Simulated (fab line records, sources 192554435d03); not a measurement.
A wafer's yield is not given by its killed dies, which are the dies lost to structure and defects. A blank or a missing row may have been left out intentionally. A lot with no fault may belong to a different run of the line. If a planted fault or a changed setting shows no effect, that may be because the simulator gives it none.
Matching of chambers    flow n5_finfet    3 sister chambers for N5_PASSIVATION_PECVD_35 on pecvd-04
The step deposits SiNx from SiH4/NH3/N2, target thk 700 nm, time 151.3 s. 6 wafers are shown with their chamber, then 7 later ones without.

== WAFERS PAIRED WITH THEIR CHAMBERS ==
wafer   chamber  showerhead_plenum_p_Torr (Torr)  throttle_valve_pct (%)
L164.1  2        8.60                             28.3
L165.1  1        8.73                             29.4
L165.2  0        8.78                             30.6
L165.5  2        8.61                             28.6
L179.1  1        8.73                             29.3
L179.5  0        8.81                             31.2

== WAFERS WITH NO CHAMBER GIVEN ==
wafer   showerhead_plenum_p_Torr (Torr)  throttle_valve_pct (%)
L179.6  8.74                             29.3
L178.2  8.73                             29.5
L178.4  8.81                             31.0
L178.6  8.77                             31.0
L180.2  8.78                             30.9
L180.4  8.78                             31.0
L180.6  8.75                             29.6

== EACH ONE'S CHAMBER ==
wafer   from the rows above  in truth
L179.6  1                    1
L178.2  1                    1
L178.4  0                    0
L178.6  0                    0
L180.2  0                    0
L180.4  0                    0
L180.6  1                    1
7 of 7 placed correctly. Can't be placed from these rows: 0. Placed wrongly: 0.
How it was worked out, from the rows above alone: a wafer's distance from a chamber is the root of the sum, over the readings, of the square of ((its reading less the chamber's mean) divided by the reading's scatter). The wafer belongs to the nearest chamber; if the next one is less than 2 further off, it can't be placed. Each chamber's mean is taken over the wafers shown for it. How the scatter is found: for the shown wafers, subtract from each reading the mean of its chamber, square and add these, divide the total by (wafers less chambers), then take the root.
